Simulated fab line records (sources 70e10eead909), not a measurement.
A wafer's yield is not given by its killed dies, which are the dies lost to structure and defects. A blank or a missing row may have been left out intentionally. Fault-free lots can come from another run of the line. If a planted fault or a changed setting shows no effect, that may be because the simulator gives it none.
Problem report, 8D (eight disciplines) form, completed by code :: flow nandHarc :: the parts of the form that need people (team, actions taken, sign-off) are left out

1. WHAT WENT WRONG
heaterPowerTotalW at NHARC_A_M1_SOFTBAKE_04 reads a mean of 177.44 W on 6 wafers of 2 lots; wafers without a fault read 188.45 W with a standard deviation of 0.14. That puts it -79 standard deviations away from the usual mean.
The step: time 55 s.
First seen on wafer L457.1, day 31 02:00, on lithoTrack-04. Wafers with a number at this step in the record: 42, from 14 lots. By rule, "out" or "out of limits" means more than 4 standard deviations away from the usual mean. The rest of the wafers with a number are treated as sound.

2. WHAT THIS IS AND IS NOT
question: which readings at this step
is: heaterPowerTotalW, plateTempC
is not: resistLineTempC

question: which lots
is: L456, L457
is not: L437, L438, L439, L440, L442, L443, L444, L445, L446, L449, L451, L460

question: which wafers of those lots
is: all that have a number
is not: -

question: read on which tools
is: lithoTrack-04
is not: lithoTrack-01, lithoTrack-06

question: when
is: from day 31 02:00
is not: up to then (33 sound wafers); but 3 sound wafers of L460 came after

3. WHAT RULES OUT EACH SUSPECT
Counting: a tool stays on the suspect list if, at a process step up to the reading, it processed all lots that are out and no sound lot following the first of them.
- pvdSputter-03 at NHARC_A_M0_PVD_20 (deposits TaN, target thk 5 nm, time 8.06 s): ruled out as a lasting fault. Following L457 (day 31 02:00), the first lot on it that is out, the sound lots L460 were run on it. With no start given for some of its lots, NHARC_A_M0_PVD_20 uses the hours and lot order of NHARC_A_M1_SOFTBAKE_04.
- pvdSputter-03 at NHARC_A_M0_PVD_21 (deposits Cu, target thk 30 nm, time 20.49 s): ruled out as a lasting fault. Following L457 (day 31 02:00), the first lot on it that is out, the sound lots L460 were run on it. With no start given for some of its lots, NHARC_A_M0_PVD_21 uses the hours and lot order of NHARC_A_M1_SOFTBAKE_04.
- lithoTrack-04 at NHARC_A_M1_SOFTBAKE_04 (time 55 s): kept. Every lot that is out went through it, starting with L457 (day 31 02:00), and after that it ran no sound lot; the last sound lot it ran before then is L451 (day 28 19:00). Its own readings are out on those wafers: heaterPowerTotalW, plateTempC.
The count leaves lithoTrack-04 at NHARC_A_M1_SOFTBAKE_04.

4. THE CAUSE (what the simulator had put in)
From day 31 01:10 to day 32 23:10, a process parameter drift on lithoTrack-04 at NHARC_A_M1_SOFTBAKE_04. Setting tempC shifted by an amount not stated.
After counting, this tool was the only one left.

5. THE EFFECT CHAIN, in route order
Rows list readings where the struck wafers' mean (over those with a number) sits beyond 3 standard deviations from the usual. Scope: only readings with a usual standard deviation given in the record; hours: median across lots of the time from each lot's start at the first step in this table that gives one to its start at this step; sigmas: change in usual standard deviations.
hours: 0
step: NHARC_A_M1_SOFTBAKE_04
reading: heaterPowerTotalW
usual: 188.45 W
on struck wafers: 177.44
change: -11.00
sigmas: -79

hours: 0
step: NHARC_A_M1_SOFTBAKE_04
reading: plateTempC
usual: 104.97 C
on struck wafers: 100.35
change: -4.62
sigmas: -33
Here are the process steps it includes:
- NHARC_A_M1_SOFTBAKE_04: time 55 s.
Later steps that measure or inspect, where all struck wafers having a row at the step show a number for every such reading and not one has moved that far: NHARC_A_M1_OVL_MEAS_10, NHARC_END_SORT_01.

6. HOW IT WOULD HAVE BEEN CAUGHT EARLIER
In this record the first reading out of limits was taken at day 31 02:00, 1 hour after the fault began at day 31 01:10.
